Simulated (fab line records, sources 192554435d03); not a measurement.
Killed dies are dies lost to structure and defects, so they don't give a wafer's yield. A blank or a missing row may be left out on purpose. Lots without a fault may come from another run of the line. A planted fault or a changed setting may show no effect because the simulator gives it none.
A struck lot beside a sound one | flow n5_finfet | 15 steps out of a route of 1938
Sound: wafers L617.1, L617.3, L617.5. Struck: wafers L623.2, L623.3. (L623.4 of the same lot was not struck and is left out.) The cause comes at the end.
At each step with rows: each side's tool, then ch and its chambers, then its first start. Under that, the readings that differ: sound wafers | struck wafers | difference of the means | sigmas: that difference in standard deviations of wafers without a fault.
alike: readings whose means differ by less than 2 such deviations, and words and numbers that are the same on both sides. not compared: withheld readings, readings that some wafer has no value for, bounds like >300 that may hide the same value, and numbers for which the record gives no deviation and whose values overlap.
The two part at a step that has a row with sigmas, a row that says differs or no value, or rows on one side only. Numbers that don't overlap but have no deviation are shown without sigmas and don't part them. A reading that every wafer of one side lacks parts them only if that side has two wafers or more.

N5_SD_ACTIVATION_RS_MEAS_03: measures by four-point-probe.
  sound on film_metro-02, day 5 16:30; struck on film_metro-02, day 7 05:47
  alike: RS_SD_N, RS_SD_P
N5_SD_ACTIVATION_INSPECT_02: inspects for defects (darkfield).
  sound on defect_inspect-02, day 5 16:49; struck on defect_inspect-01, day 7 06:05
  alike: raw_defect_count
N5_ILD0_LINER_00: material SiNx, target thk 4 nm, pulse time 1 s, purge time 2 s.
  sound on ald_sin-04 ch 0,1,3, day 5 16:52; struck on ald_sin-03 ch 1,2, day 7 06:24
  alike: heater_power_w, precursor_pulse_height_rel
then, 2 steps without rows for these wafers: N5_ILD0_FCVD_FILL_01 (material SiO2 flowable, target thk 200 nm, time 328.3 s); N5_ILD0_CURE_02 (time 1800 s).
N5_ILD0_CMP_03: polishes, stops on SiNx, t overpolish 1.9 s, target thk 197.38 nm.
  sound on cmp-01 ch 1,2, day 5 19:14; struck on cmp-02 ch 0,2, day 7 08:46
  reading             | sound          | struck    | difference | sigmas
  motor_current_A (A) | 11.0 11.0 11.5 | 13.6 15.2 | +3.2       | +2
  alike: overpolish_run_s, retaining_ring_pressure_frac, time_to_endpoint_s
N5_ILD0_THK_MEAS_04:
  sound on film_metro-01, day 5 19:32; struck on film_metro-02, day 7 09:03
  alike: thk_nm
N5_ILD0_CMP_07: polishes SiO2 flowable, stops on poly-Si, t overpolish 1.18 s, target thk 138.88 nm.
  sound on cmp-01 ch 1,2,3, day 5 19:34; struck on cmp-04 ch 2,3, day 7 09:05
  alike: motor_current_A, retaining_ring_pressure_frac
N5_ILD0_THK_MEAS_08:
  sound on film_metro-02, day 5 19:51; struck on film_metro-02, day 7 09:23
  alike: thk_nm
then, 1 step without rows for these wafers: N5_ILD0_PRECLEAN_10 (cleans in NF3:NH3, afs cycles 5, time 20 s, sublimation time 60 s).
N5_ILD0_ALD_15: deposits SiNx, target thk 24 nm, pulse time 1 s, ald cycles 480.
  sound on ald_sin-04 ch 0,1,3, day 5 20:34; struck on ald_sin-03 ch 0,3, day 7 10:53
  alike: heater_power_w, precursor_pulse_height_rel
N5_ILD0_CMP_12: polishes SiNx, stops on poly-Si, t overpolish 6 s, target thk 17.67 nm.
  sound on cmp-04 ch 0,1, day 5 22:46; struck on cmp-02 ch 0,3, day 7 13:05
  reading                | sound          | struck    | difference | sigmas
  time_to_endpoint_s (s) | 29.9 29.3 32.7 | 65.0 59.6 | +31.7      | +11
  alike: motor_current_A, overpolish_run_s, retaining_ring_pressure_frac
N5_ILD0_THK_MEAS_13:
  sound on film_metro-01, day 5 23:04; struck on film_metro-02, day 7 13:22
  reading     | sound          | struck    | difference | sigmas
  thk_nm (nm) | 18.8 18.3 16.1 | 20.3 19.3 | +2.1       | +2
-- the record jumps here: 5 days lie between the struck wafers' starts before and after (it left off in module ILD0 and takes up again in module BEOL_M4, whose first step shown is number 1111 of the route) --
N5_BEOL_M4_RC_MEAS_101:
  sound on prober-01 ch 0, day 10 02:05; struck on prober-01 ch 0, day 12 02:46
  alike: DIBL_N, DIBL_P, IOFF_N, IOFF_P, ION_N, ION_P, SS_N, SS_P, VT_N, VT_P
then, 1 step without rows for these wafers: N5_PASSIVATION_PROBE_49.

WHERE THEY PART
First at N5_ILD0_CMP_03; last, within this record, at N5_ILD0_THK_MEAS_13. Later steps at which nothing parts them and some readings are alike: N5_BEOL_M4_RC_MEAS_101.

WHY: what the simulator had put in
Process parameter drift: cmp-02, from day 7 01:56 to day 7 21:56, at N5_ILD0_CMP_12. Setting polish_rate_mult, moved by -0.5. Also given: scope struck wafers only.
